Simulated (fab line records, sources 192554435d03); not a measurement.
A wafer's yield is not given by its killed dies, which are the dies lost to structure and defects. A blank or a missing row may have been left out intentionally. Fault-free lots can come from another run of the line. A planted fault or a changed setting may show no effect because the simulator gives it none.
Matching of chambers / flow n5_finfet / 4 sister chambers for N5_HKMG_FIN_DESCUM_53 on rie_diel-05
The step chemistry O2, time 7.9 s. 18 wafers are shown with their chamber, then 9 later ones without.

WAFERS WITH THEIR CHAMBER
wafer=L075.1; chamber=3; showerhead_plenum_p_Torr (Torr)=2.09; drypump_motor_current_A (A)=5.6; throttle_valve_pct (%)=20.43
wafer=L075.3; chamber=3; showerhead_plenum_p_Torr (Torr)=2.09; drypump_motor_current_A (A)=5.6; throttle_valve_pct (%)=20.44
wafer=L075.6; chamber=3; showerhead_plenum_p_Torr (Torr)=2.09; drypump_motor_current_A (A)=5.6; throttle_valve_pct (%)=20.45
wafer=L081.2; chamber=3; showerhead_plenum_p_Torr (Torr)=2.09; drypump_motor_current_A (A)=5.6; throttle_valve_pct (%)=20.47
wafer=L081.3; chamber=0; showerhead_plenum_p_Torr (Torr)=2.22; drypump_motor_current_A (A)=5.5; throttle_valve_pct (%)=20.11
wafer=L081.4; chamber=1; showerhead_plenum_p_Torr (Torr)=2.07; drypump_motor_current_A (A)=5.5; throttle_valve_pct (%)=20.68
wafer=L083.1; chamber=3; showerhead_plenum_p_Torr (Torr)=2.08; drypump_motor_current_A (A)=5.6; throttle_valve_pct (%)=20.46
wafer=L083.3; chamber=2; showerhead_plenum_p_Torr (Torr)=2.14; drypump_motor_current_A (A)=6.2; throttle_valve_pct (%)=20.41
wafer=L083.6; chamber=2; showerhead_plenum_p_Torr (Torr)=2.14; drypump_motor_current_A (A)=6.2; throttle_valve_pct (%)=20.43
wafer=L084.1; chamber=3; showerhead_plenum_p_Torr (Torr)=2.08; drypump_motor_current_A (A)=5.6; throttle_valve_pct (%)=20.48
wafer=L084.5; chamber=2; showerhead_plenum_p_Torr (Torr)=2.14; drypump_motor_current_A (A)=6.2; throttle_valve_pct (%)=20.42
wafer=L084.6; chamber=3; showerhead_plenum_p_Torr (Torr)=2.08; drypump_motor_current_A (A)=5.6; throttle_valve_pct (%)=20.48
wafer=L085.4; chamber=2; showerhead_plenum_p_Torr (Torr)=2.14; drypump_motor_current_A (A)=6.2; throttle_valve_pct (%)=20.43
wafer=L085.5; chamber=0; showerhead_plenum_p_Torr (Torr)=2.22; drypump_motor_current_A (A)=5.6; throttle_valve_pct (%)=20.09
wafer=L085.6; chamber=3; showerhead_plenum_p_Torr (Torr)=2.08; drypump_motor_current_A (A)=5.6; throttle_valve_pct (%)=20.47
wafer=L086.1; chamber=3; showerhead_plenum_p_Torr (Torr)=2.08; drypump_motor_current_A (A)=5.6; throttle_valve_pct (%)=20.48
wafer=L086.3; chamber=0; showerhead_plenum_p_Torr (Torr)=2.22; drypump_motor_current_A (A)=5.5; throttle_valve_pct (%)=20.12
wafer=L086.4; chamber=2; showerhead_plenum_p_Torr (Torr)=2.14; drypump_motor_current_A (A)=6.2; throttle_valve_pct (%)=20.45

SIGNATURES (means of the wafers above)
reading=showerhead_plenum_p_Torr; chamber 0=2.2200; chamber 1=2.0700; chamber 2=2.1400; chamber 3=2.0844; scatter within a chamber=0.00398
reading=drypump_motor_current_A; chamber 0=5.533; chamber 1=5.500; chamber 2=6.200; chamber 3=5.600; scatter within a chamber=0.0218
reading=throttle_valve_pct; chamber 0=20.1067; chamber 1=20.6800; chamber 2=20.4280; chamber 3=20.4622; scatter within a chamber=0.0171
Rule: a wafer lies at a distance from a chamber equal to the root of the sum of squares, over the readings, of (its reading less the chamber's mean, divided by the reading's scatter). If the next closest chamber is less than 2 further off than the closest, the wafer can't be placed; otherwise it belongs to the closest. The scatter is the square root of a quotient: the sum, over the shown wafers, of each reading's squared deviation from its chamber's mean, divided by wafers minus chambers.

WAFERS MISSING THEIR CHAMBER
wafer=L087.2; showerhead_plenum_p_Torr (Torr)=2.14; drypump_motor_current_A (A)=6.2; throttle_valve_pct (%)=20.44
wafer=L087.5; showerhead_plenum_p_Torr (Torr)=2.08; drypump_motor_current_A (A)=5.6; throttle_valve_pct (%)=20.48
wafer=L087.6; showerhead_plenum_p_Torr (Torr)=2.22; drypump_motor_current_A (A)=5.5; throttle_valve_pct (%)=20.09
wafer=L089.1; showerhead_plenum_p_Torr (Torr)=2.06; drypump_motor_current_A (A)=5.5; throttle_valve_pct (%)=20.71
wafer=L089.3; showerhead_plenum_p_Torr (Torr)=2.08; drypump_motor_current_A (A)=5.6; throttle_valve_pct (%)=20.48
wafer=L089.5; showerhead_plenum_p_Torr (Torr)=2.13; drypump_motor_current_A (A)=6.2; throttle_valve_pct (%)=20.43
wafer=L096.1; showerhead_plenum_p_Torr (Torr)=2.13; drypump_motor_current_A (A)=6.2; throttle_valve_pct (%)=20.45
wafer=L096.2; showerhead_plenum_p_Torr (Torr)=2.06; drypump_motor_current_A (A)=5.5; throttle_valve_pct (%)=20.75
wafer=L096.5; showerhead_plenum_p_Torr (Torr)=2.06; drypump_motor_current_A (A)=5.5; throttle_valve_pct (%)=20.73

WHICH CHAMBER EACH WENT THROUGH
wafer=L087.2; from the rows above=2; in truth=2
wafer=L087.5; from the rows above=3; in truth=3
wafer=L087.6; from the rows above=0; in truth=0
wafer=L089.1; from the rows above=1; in truth=1
wafer=L089.3; from the rows above=3; in truth=3
wafer=L089.5; from the rows above=2; in truth=2
wafer=L096.1; from the rows above=2; in truth=2
wafer=L096.2; from the rows above=1; in truth=1
wafer=L096.5; from the rows above=1; in truth=1
Correct placement for 9 of the 9. Not placeable from these rows: 0. 0 placed wrongly.
